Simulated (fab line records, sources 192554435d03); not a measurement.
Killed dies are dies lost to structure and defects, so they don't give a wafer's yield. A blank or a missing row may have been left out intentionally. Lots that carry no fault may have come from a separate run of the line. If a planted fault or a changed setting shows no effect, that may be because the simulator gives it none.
Matching of chambers | flow n5_finfet | N5_BEOL_M5_PRE_CLEAN_77 on cvd_co-01: 3 sister chambers
The step time 15 s. 33 wafers are shown with their chamber, then 12 later ones without.

## WAFERS PAIRED WITH THEIR CHAMBERS
wafer  | chamber | heater_power_outer_w (W) | heater_power_w (W)
L074.2 | 1       | 23                       | 94
L074.3 | 0       | 22                       | 92
L074.5 | 1       | 23                       | 91
L077.2 | 2       | 18                       | 74
L077.5 | 0       | 22                       | 92
L077.6 | 2       | 19                       | 76
L079.1 | 0       | 23                       | 92
L079.2 | 1       | 23                       | 90
L079.5 | 2       | 18                       | 76
L080.2 | 1       | 23                       | 90
L080.3 | 0       | 23                       | 92
L080.4 | 1       | 24                       | 88
L082.1 | 1       | 23                       | 87
L082.3 | 2       | 18                       | 76
L082.6 | 1       | 23                       | 86
L083.1 | 1       | 23                       | 85
L083.2 | 2       | 18                       | 76
L083.3 | 0       | 22                       | 92
L085.1 | 0       | 23                       | 91
L085.4 | 2       | 19                       | 77
L085.5 | 0       | 22                       | 91
L086.2 | 0       | 23                       | 92
L086.4 | 2       | 18                       | 74
L086.6 | 0       | 23                       | 91
L088.1 | 2       | 19                       | 78
L088.2 | 0       | 23                       | 92
L088.4 | 0       | 23                       | 90
L089.2 | 1       | 23                       | 88
L089.3 | 2       | 19                       | 75
L089.5 | 0       | 23                       | 91
L090.2 | 2       | 18                       | 77
L090.3 | 0       | 23                       | 93
L090.4 | 1       | 23                       | 92

SIGNATURES (means of the wafers above)
reading              | chamber 0 | chamber 1 | chamber 2 | scatter within a chamber
heater_power_outer_w | 22.69     | 23.10     | 18.40     | 0.45
heater_power_w       | 91.62     | 89.10     | 75.90     | 1.76
Rule: a wafer's distance from a chamber is the root of the sum, over the readings, of the square of ((its reading less the chamber's mean) divided by the reading's scatter). The wafer belongs to the nearest chamber; if the next one is less than 2 further off, it can't be placed. How the scatter is found: for the shown wafers, subtract from each reading the mean of its chamber, square and add these, divide the total by (wafers less chambers), then take the root.

## WAFERS WITH NO CHAMBER GIVEN
wafer  | heater_power_outer_w (W) | heater_power_w (W)
L091.3 | 23                       | 93
L091.4 | 22                       | 89
L091.6 | 18                       | 75
L092.1 | 23                       | 86
L092.2 | 22                       | 92
L092.5 | 19                       | 76
L094.2 | 23                       | 87
L094.3 | 23                       | 93
L094.4 | 18                       | 75
L096.1 | 23                       | 91
L096.2 | 23                       | 91
L096.6 | 18                       | 75

## WHICH CHAMBER EACH ONE RAN IN
wafer  | from the rows above     | in truth
L091.3 | can't be placed: 0 or 1 | 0
L091.4 | can't be placed: 0 or 1 | 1
L091.6 | 2                       | 2
L092.1 | can't be placed: 1 or 0 | 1
L092.2 | can't be placed: 0 or 1 | 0
L092.5 | 2                       | 2
L094.2 | can't be placed: 1 or 0 | 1
L094.3 | can't be placed: 0 or 1 | 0
L094.4 | 2                       | 2
L096.1 | can't be placed: 0 or 1 | 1
L096.2 | can't be placed: 0 or 1 | 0
L096.6 | 2                       | 2
Correct placement for 4 of the 12. From these rows, 8 cannot be placed; in 8 the true chamber is one of the candidates. Placed wrongly: 0.
